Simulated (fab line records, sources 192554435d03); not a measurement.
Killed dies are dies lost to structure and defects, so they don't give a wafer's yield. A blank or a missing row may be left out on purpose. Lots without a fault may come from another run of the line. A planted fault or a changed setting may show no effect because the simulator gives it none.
Chamber matching | flow n5_finfet | N5_BEOL_M8_ETCH_72 on rie_diel-03: 4 sister chambers
The step etches underlayer in N2/H2, target depth 6.5 nm, time 5.2 s. 8 wafers are shown with their chamber, then 11 later ones without.

WAFERS WITH THEIR CHAMBER
wafer  | chamber | throttle_valve_pct (%) | showerhead_plenum_p_Torr (Torr)
L087.1 | 0       | 17.67                  | 2.47
L087.2 | 3       | 17.71                  | 2.42
L087.5 | 1       | 17.41                  | 2.65
L087.6 | 2       | 18.30                  | 2.61
L090.1 | 1       | 17.43                  | 2.64
L090.2 | 3       | 17.74                  | 2.42
L090.3 | 0       | 17.67                  | 2.46
L090.4 | 2       | 18.31                  | 2.61

WAFERS WITHOUT THEIR CHAMBER
wafer  | throttle_valve_pct (%) | showerhead_plenum_p_Torr (Torr)
L090.5 | 17.42                  | 2.64
L090.6 | 17.69                  | 2.46
L095.2 | 17.68                  | 2.46
L095.3 | 17.76                  | 2.42
L095.5 | 17.48                  | 2.64
L097.1 | 17.69                  | 2.46
L097.2 | 17.75                  | 2.42
L097.3 | 17.47                  | 2.64
L097.4 | 17.71                  | 2.46
L097.5 | 17.49                  | 2.64
L097.6 | 17.73                  | 2.42

WHICH CHAMBER EACH WENT THROUGH
wafer  | from the rows above | in truth
L090.5 | 1                   | 1
L090.6 | 0                   | 0
L095.2 | 0                   | 0
L095.3 | 3                   | 3
L095.5 | 1                   | 1
L097.1 | 0                   | 0
L097.2 | 3                   | 3
L097.3 | 1                   | 1
L097.4 | 0                   | 0
L097.5 | 1                   | 1
L097.6 | 3                   | 3
Placed correctly: 11 of 11. Can't be placed from these rows: 0. Placed wrongly: 0.
How it was worked out, from the rows above alone: a wafer's distance from a chamber is the root of the sum, over the readings, of the square of ((its reading less the chamber's mean) divided by the reading's scatter). The wafer belongs to the nearest chamber; if the next one is less than 2 further off, it can't be placed. A chamber's mean is the mean of its shown wafers. The scatter: the root of (the sum of the squares of (reading less its chamber's mean) over the shown wafers, divided by (wafers less chambers)).
